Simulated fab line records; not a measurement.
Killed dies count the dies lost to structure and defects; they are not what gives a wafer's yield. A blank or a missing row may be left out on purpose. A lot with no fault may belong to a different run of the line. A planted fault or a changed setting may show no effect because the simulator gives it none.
Matching of chambers + flow n5 finfet + N5_BEOL_M7_ETCH_66 on rie diel-06 has 4 sister chambers
The step etches SOC in N2/H2, target depth 80 nm, overetch 16 nm, time 120 s. 4 wafers are shown with their chamber, then 7 later ones without.

EACH WAFER AND ITS CHAMBER
| wafer  | chamber | throttle valve pct (%) |
|--------|---------|------------------------|
| L084.3 | 0       | 17.66                  |
| L084.6 | 2       | 18.17                  |
| L089.3 | 1       | 17.50                  |
| L089.4 | 3       | 17.54                  |

WAFERS MISSING THEIR CHAMBER
| wafer  | throttle valve pct (%) |
|--------|------------------------|
| L089.6 | 18.16                  |
| L094.1 | 17.56                  |
| L094.2 | 17.52                  |
| L094.6 | 17.56                  |
| L095.1 | 17.72                  |
| L095.3 | 18.21                  |
| L095.5 | 18.22                  |

THE CHAMBER EACH PASSED THROUGH
| wafer  | from the rows above     | in truth |
|--------|-------------------------|----------|
| L089.6 | 2                       | 2        |
| L094.1 | can't be placed: 3 or 1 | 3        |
| L094.2 | can't be placed: 1 or 3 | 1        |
| L094.6 | can't be placed: 3 or 1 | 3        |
| L095.1 | 0                       | 0        |
| L095.3 | 2                       | 2        |
| L095.5 | 2                       | 2        |
Placed correctly: 4 of 7. Unplaceable from these rows: 3, with the true chamber sitting among the candidates in 3. Number placed wrongly: 0.
How it was worked out, from the rows above alone: a wafer's distance from a chamber is the root of the sum, over the readings, of the square of ((its reading less the chamber's mean) divided by the reading's scatter). If the next closest chamber is less than 2 further off than the closest, the wafer can't be placed; otherwise it belongs to the closest. For every chamber, the mean is computed from those of its wafers that are shown. The scatter (one wafer shown for each chamber): square how far every hidden wafer sits from the nearest shown wafer, average those squares and take the square root.
